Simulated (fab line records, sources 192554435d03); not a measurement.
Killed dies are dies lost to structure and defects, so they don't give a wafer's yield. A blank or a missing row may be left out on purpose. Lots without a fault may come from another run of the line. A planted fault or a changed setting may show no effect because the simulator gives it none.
Which tool did it? | flow n5_finfet | 24 lots, 72 wafers sampled, at 5 steps of a route of 1938

WHAT THE GAUGES READ, wafer by wafer
N5_BEOL_M6_CD_MEAS_35: target cd 40 nm, target cd y 28 nm. Usual: cd_nm 40.0 nm, standard deviation 0.59.
lot  | measured     | on        | cd_nm (nm)     | flag
L075 | day 9 10:42  | cd_sem-02 | 39.4 39.2 40.0 |
L074 | day 9 13:23  | cd_sem-02 | 40.1 40.1 40.5 |
L076 | day 10 01:43 | cd_sem-02 | 39.0 39.6 40.0 |
L077 | day 10 04:53 | cd_sem-02 | 40.4 39.4 40.0 |
L078 | day 10 07:59 | cd_sem-01 | 40.1 39.6 40.1 |
L081 | day 10 18:05 | cd_sem-01 | 40.6 39.9 39.5 |
L082 | day 11 05:52 | cd_sem-02 | 40.4 40.5 40.7 |
L080 | day 11 12:23 | cd_sem-01 | 40.3 40.0 40.0 |
L079 | day 11 12:26 | cd_sem-01 | 41.1 40.3 40.7 |
L084 | day 11 16:23 | cd_sem-03 | 40.4 39.3 39.4 |
L083 | day 11 20:14 | cd_sem-02 | 39.1 39.5 39.6 |
L085 | day 12 02:59 | cd_sem-03 | 40.2 40.6 40.2 |
L086 | day 12 03:03 | cd_sem-03 | 39.3 39.4 40.1 |
L087 | day 12 20:02 | cd_sem-03 | 40.8 41.0 41.1 |
L090 | day 12 20:01 | cd_sem-02 | 39.9 39.5 40.2 |
L088 | day 13 02:05 | cd_sem-02 | 40.2 39.8 39.8 |
L089 | day 13 07:28 | cd_sem-03 | 40.1 40.2 39.9 |
L091 | day 13 13:16 | cd_sem-02 | 40.3 39.8 40.2 |
L092 | day 13 12:58 | cd_sem-03 | 39.1 38.8 39.7 |
L093 | day 13 16:20 | cd_sem-01 | 39.8 40.7 40.5 |
L094 | day 14 07:52 | cd_sem-03 | 40.3 40.5 39.8 |
L095 | day 14 19:31 | cd_sem-01 | 39.6 40.6 40.8 |
L097 | day 14 22:19 | cd_sem-02 | 40.3 39.4 39.7 |
L096 | day 15 03:25 | cd_sem-01 | 40.4 41.2 40.3 |

N5_BEOL_M7_THK_MEAS_01. Usual: M7_ILD_THK 155.2 nm, standard deviation 2.
lot  | measured     | on            | M7_ILD_THK (nm)   | flag
L075 | day 9 14:28  | film_metro-02 | 154.2 154.8 153.5 |
L074 | day 9 16:17  | film_metro-02 | 154.9 157.6 155.7 |
L076 | day 10 07:30 | film_metro-02 | 152.8 153.1 156.0 |
L077 | day 10 07:49 | film_metro-02 | 155.5 153.7 158.6 |
L078 | day 10 11:11 | film_metro-01 | 155.7 156.0 156.3 |
L081 | day 10 21:15 | film_metro-02 | 155.7 156.4 157.1 |
L082 | day 11 11:49 | film_metro-02 | 153.9 154.8 156.0 |
L080 | day 11 15:21 | film_metro-01 | 151.2 156.5 156.0 |
L079 | day 11 15:50 | film_metro-02 | 154.5 156.1 157.8 |
L084 | day 11 20:08 | film_metro-01 | 157.0 155.3 158.8 |
L083 | day 12 01:10 | film_metro-02 | 152.8 153.8 154.7 |
L085 | day 12 07:56 | film_metro-01 | 152.6 149.9 155.0 |
L086 | day 12 06:30 | film_metro-01 | 152.6 154.2 157.4 |
L087 | day 13 00:40 | film_metro-02 | 152.2 156.7 157.5 |
L090 | day 13 00:30 | film_metro-02 | 155.8 157.4 156.8 |
L088 | day 13 07:08 | film_metro-02 | 152.5 155.0 156.5 |
L089 | day 13 11:02 | film_metro-01 | 154.7 158.1 157.3 |
L091 | day 13 17:47 | film_metro-01 | 154.0 153.9 155.5 |
L092 | day 13 16:22 | film_metro-01 | 157.6 154.7 155.3 |
L093 | day 13 20:31 | film_metro-02 | 151.6 153.2 156.8 |
L094 | day 14 11:59 | film_metro-02 | 154.5 157.5 157.5 |
L095 | day 15 00:29 | film_metro-01 | 155.1 158.5 159.1 |
L097 | day 15 02:46 | film_metro-01 | 153.9 155.6 156.8 |
L096 | day 15 07:50 | film_metro-02 | 155.3 157.6 154.2 |

WHICH TOOL RAN EACH LOT (tool, then ch and the chambers of the sampled wafers, then the start)
lot  | N5_BEOL_M5_ANNEAL_49         | N5_BEOL_M6_PECVD_70             | N5_BEOL_M6_TRENCH_ETCH_37
L075 | pvd_sputter-03, day 9 00:40  | pecvd-02 ch 0,2, day 9 06:40    | rie_diel-01 ch 1,2, day 9 10:42 or earlier
L074 | pvd_sputter-01, day 9 03:10  | pecvd-02 ch 1,2, day 9 09:10    | rie_diel-02 ch 0,1,2, day 9 13:23 or earlier
L076 | pvd_sputter-03, day 9 15:08  | pecvd-02 ch 1,2, day 9 21:13    | rie_diel-01 ch 1,3, day 10 01:43 or earlier
L077 | pvd_sputter-01, day 9 16:23  | pecvd-02 ch 0,2, day 9 22:23    | rie_diel-05 ch 1,2, day 10 04:53 or earlier
L078 | pvd_sputter-03, day 9 21:36  | pecvd-03 ch 0, day 10 05:14     | rie_diel-02 ch 0,2,3, day 10 07:59 or earlier
L081 | pvd_sputter-02, day 10 08:59 | pecvd-02 ch 0,2, day 10 15:03   | rie_diel-05 ch 0,1,2, day 10 18:05 or earlier
L082 | pvd_sputter-02, day 10 18:59 | pecvd-03 ch 0,1,2, day 11 01:57 | rie_diel-05 ch 0,1,2, day 11 05:52 or earlier
L080 | pvd_sputter-01, day 11 00:29 | pecvd-02 ch 1,2, day 11 06:29   | rie_diel-01 ch 0,2,3, day 11 12:23 or earlier
L079 | pvd_sputter-03, day 11 00:37 | pecvd-02 ch 0,1, day 11 06:48   | rie_diel-02 ch 0,1,3, day 11 12:26 or earlier
L084 | pvd_sputter-01, day 11 05:16 | pecvd-03 ch 0,1,2, day 11 11:44 | rie_diel-02 ch 0,1,2, day 11 16:23 or earlier
L083 | pvd_sputter-02, day 11 07:52 | pecvd-03 ch 0,2, day 11 13:52   | rie_diel-05 ch 0,1,3, day 11 20:14 or earlier
L085 | pvd_sputter-01, day 11 15:41 | pecvd-02 ch 0,1,2, day 11 21:41 | rie_diel-05 ch 1,2,3, day 12 02:59 or earlier
L086 | pvd_sputter-02, day 11 16:03 | pecvd-04 ch 0,1,2, day 11 22:32 | rie_diel-02 ch 1,3, day 12 03:03 or earlier
L087 | pvd_sputter-02, day 12 07:47 | pecvd-02 ch 0,1,2, day 12 14:05 | rie_diel-01 ch 0,3, day 12 20:02 or earlier
L090 | pvd_sputter-01, day 12 08:56 | pecvd-03 ch 0,1, day 12 14:57   | rie_diel-02 ch 1,2,3, day 12 20:01 or earlier
L088 | pvd_sputter-02, day 12 16:06 | pecvd-02 ch 0,2, day 12 22:08   | rie_diel-02 ch 0,3, day 13 02:05 or earlier
L089 | pvd_sputter-02, day 12 21:01 | pecvd-02 ch 0,1,2, day 13 03:10 | rie_diel-05 ch 0,2,3, day 13 07:28 or earlier
L091 | pvd_sputter-01, day 13 00:28 | pecvd-04 ch 1,2, day 13 06:33   | rie_diel-02 ch 0,3, day 13 13:16 or earlier
L092 | pvd_sputter-03, day 13 00:47 | pecvd-02 ch 0,1,2, day 13 07:03 | rie_diel-02 ch 0,3, day 13 12:58 or earlier
L093 | pvd_sputter-02, day 13 04:53 | pecvd-04 ch 0,1,2, day 13 10:55 | rie_diel-02 ch 0,2,3, day 13 16:20 or earlier
L094 | pvd_sputter-03, day 13 19:21 | pecvd-03 ch 0,1,2, day 14 02:01 | rie_diel-02 ch 1,2, day 14 07:52 or earlier
L095 | pvd_sputter-02, day 14 05:26 | pecvd-03 ch 0,1, day 14 12:26   | rie_diel-01 ch 0,1, day 14 19:31 or earlier
L097 | pvd_sputter-01, day 14 09:29 | pecvd-03 ch 0,1,2, day 14 15:34 | rie_diel-01 ch 2,3, day 14 22:19 or earlier
L096 | pvd_sputter-03, day 14 13:10 | pecvd-02 ch 1,2, day 14 20:29   | rie_diel-02 ch 1, day 15 03:25 or earlier
- N5_BEOL_M5_ANNEAL_49: time 1800 s.
- N5_BEOL_M6_PECVD_70: deposits SiO2 from TEOS/O2, target thk 20 nm, time 22.7 s.
- N5_BEOL_M6_TRENCH_ETCH_37: etches SiCOH lowk in C4F6/O2, target depth 94.435 nm, time 31.5 s.

WHAT THE TOOLS THEMSELVES READ (means of the sampled wafers that have a number; where no wafer has one, the mark that the record gives instead)
N5_BEOL_M5_ANNEAL_49. Usual: heater_power_w 824 W, standard deviation 89.
lot  | tool           | heater_power_w (W) | flag
L075 | pvd_sputter-03 | 761                |
L074 | pvd_sputter-01 | 905                |
L076 | pvd_sputter-03 | 839                |
L077 | pvd_sputter-01 | 905                |
L078 | pvd_sputter-03 | 764                |
L081 | pvd_sputter-02 | 814                |
L082 | pvd_sputter-02 | 829                |
L080 | pvd_sputter-01 | 832                |
L079 | pvd_sputter-03 | 797                |
L084 | pvd_sputter-01 | 909                |
L083 | pvd_sputter-02 | 812                |
L085 | pvd_sputter-01 | 838                |
L086 | pvd_sputter-02 | 756                |
L087 | pvd_sputter-02 | 794                |
L090 | pvd_sputter-01 | 833                |
L088 | pvd_sputter-02 | 805                |
L089 | pvd_sputter-02 | 775                |
L091 | pvd_sputter-01 | 987                |
L092 | pvd_sputter-03 | 748                |
L093 | pvd_sputter-02 | 766                |
L094 | pvd_sputter-03 | 736                |
L095 | pvd_sputter-02 | 803                |
L097 | pvd_sputter-01 | 977                |
L096 | pvd_sputter-03 | 746                |

N5_BEOL_M6_PECVD_70. Usual: heater_power_w 761 W, standard deviation 59; showerhead_plenum_p_Torr 8.78 Torr, standard deviation 0.074; throttle_valve_pct 21.9 %, standard deviation 0.71.
lot  | tool     | heater_power_w (W) | showerhead_plenum_p_Torr (Torr) | throttle_valve_pct (%) | flag
L075 | pecvd-02 | 777                | 8.79                            | 21.7                   |
L074 | pecvd-02 | 727                | 8.77                            | 21.8                   |
L076 | pecvd-02 | 748                | 8.73                            | 21.5                   |
L077 | pecvd-02 | 782                | 8.80                            | 21.8                   |
L078 | pecvd-03 | 729                | 8.77                            | 21.4                   |
L081 | pecvd-02 | 768                | 8.77                            | 21.7                   |
L082 | pecvd-03 | 762                | 8.82                            | 21.7                   |
L080 | pecvd-02 | 820                | 8.78                            | 21.8                   |
L079 | pecvd-02 | 775                | 8.72                            | 21.4                   |
L084 | pecvd-03 | 781                | 8.82                            | 21.7                   |
L083 | pecvd-03 | 763                | 8.77                            | 21.3                   |
L085 | pecvd-02 | 768                | 8.76                            | 21.6                   |
L086 | pecvd-04 | 697                | 8.78                            | 23.1                   |
L087 | pecvd-02 | 827                | 8.76                            | 21.5                   |
L090 | pecvd-03 | 799                | 8.90                            | 22.5                   |
L088 | pecvd-02 | 723                | 8.80                            | 21.7                   |
L089 | pecvd-02 | 736                | 8.75                            | 21.6                   |
L091 | pecvd-04 | 792                | 8.75                            | 22.9                   |
L092 | pecvd-02 | 791                | 8.76                            | 21.7                   |
L093 | pecvd-04 | 728                | 8.78                            | 23.2                   |
L094 | pecvd-03 | 717                | 8.84                            | 21.9                   |
L095 | pecvd-03 | 759                | 8.90                            | 22.6                   |
L097 | pecvd-03 | 711                | 8.81                            | 22.1                   |
L096 | pecvd-02 | 772                | 8.78                            | 21.8                   |

N5_BEOL_M6_TRENCH_ETCH_37. Usual: C4F6_flow_sccm 10.000 sccm, standard deviation 0.03; drypump_motor_current_A 6.0 A, standard deviation 0.52; oes_o_777_au 0.79 a.u., standard deviation 0.095; oes_product_au 0.79 a.u., standard deviation 0.094; rf_vpp_V 669 V, standard deviation 10; showerhead_plenum_p_Torr 2.91 Torr, standard deviation 0.096; throttle_valve_pct 20.84 %, standard deviation 0.24.
lot  | tool        | C4F6_flow_sccm (sccm) | drypump_motor_current_A (A) | oes_o_777_au (a.u.) | oes_product_au (a.u.) | rf_vpp_V (V) | showerhead_plenum_p_Torr (Torr) | throttle_valve_pct (%) | flag
L075 | rie_diel-01 | 9.971                 | 5.8                         | 0.78                | 0.78                  | 671          | 2.90                            | 20.93                  |
L074 | rie_diel-02 | 10.019                | 6.2                         | 0.80                | 0.80                  | 674          | 2.93                            | 20.64                  |
L076 | rie_diel-01 | 9.982                 | 5.8                         | 0.81                | 0.82                  | 669          | 2.93                            | 20.89                  |
L077 | rie_diel-05 | 10.016                | 5.9                         | 0.69                | 0.70                  | 664          | 2.90                            | 21.00                  |
L078 | rie_diel-02 | 10.028                | 5.9                         | 0.80                | 0.79                  | 670          | 2.93                            | 20.84                  |
L081 | rie_diel-05 | 10.017                | 5.9                         | 0.79                | 0.80                  | 673          | 2.89                            | 20.93                  |
L082 | rie_diel-05 | 10.013                | 5.9                         | 0.78                | 0.79                  | 672          | 2.89                            | 20.92                  |
L080 | rie_diel-01 | 9.999                 | 5.6                         | 0.72                | 0.74                  | 663          | 2.78                            | 20.96                  |
L079 | rie_diel-02 | 9.985                 | 6.3                         | 0.81                | 0.81                  | 669          | 2.98                            | 20.75                  |
L084 | rie_diel-02 | 9.991                 | 6.2                         | 0.79                | 0.79                  | 675          | 2.92                            | 20.67                  |
L083 | rie_diel-05 | 10.010                | 6.1                         | 0.88                | 0.88                  | 671          | 2.91                            | 20.70                  |
L085 | rie_diel-05 | 9.996                 | 6.1                         | 0.79                | 0.78                  | 664          | 2.92                            | 20.80                  |
L086 | rie_diel-02 | 10.000                | 6.3                         | 0.87                | 0.86                  | 668          | 3.01                            | 20.73                  |
L087 | rie_diel-01 | 9.997                 | 5.7                         | 0.74                | 0.77                  | 662          | 2.81                            | 20.93                  |
L090 | rie_diel-02 | 9.994                 | 6.1                         | 0.83                | 0.83                  | 667          | 2.95                            | 20.83                  |
L088 | rie_diel-02 | 9.997                 | 6.1                         | 0.75                | 0.74                  | 669          | 2.95                            | 20.79                  |
L089 | rie_diel-05 | 9.984                 | 5.8                         | 0.85                | 0.84                  | 665          | 2.96                            | 20.97                  |
L091 | rie_diel-02 | 10.001                | 6.1                         | 0.81                | 0.80                  | 662          | 2.98                            | 20.96                  |
L092 | rie_diel-02 | 9.974                 | 6.2                         | 0.74                | 0.74                  | 670          | 2.95                            | 20.80                  |
L093 | rie_diel-02 | 9.972                 | 5.9                         | 0.78                | 0.76                  | 668          | 2.92                            | 20.87                  |
L094 | rie_diel-02 | 9.992                 | 5.9                         | 0.79                | 0.79                  | 673          | 2.88                            | 20.78                  |
L095 | rie_diel-01 | 9.993                 | 6.6                         | 0.70                | 0.71                  | 677          | 2.88                            | 21.15                  |
L097 | rie_diel-01 | 9.981                 | 5.0                         | 0.73                | 0.75                  | 655          | 2.75                            | 20.88                  |
L096 | rie_diel-02 | 10.002                | 6.5                         | 0.83                | 0.83                  | 673          | 2.99                            | 20.59                  |

THE ANSWER, worked out from the rows above alone
Rule: a lot is off if the mean of its wafers that have a number lies more than 3 standard deviations from the usual mean. A lot without any number at a reading at which 4 lots or more have one is off too. The other lots that the step has rows for count as sound. The gauges are gone through in route order, then the tools' own readings, and for those a lot's mean is taken as printed above. The first step at which some lot is off is used, and at that step the reading that is off furthest; a lot without a number counts as furthest.
No lot is off at any reading shown: from this, nothing can be told.

WHAT THE SIMULATOR HAD PUT IN
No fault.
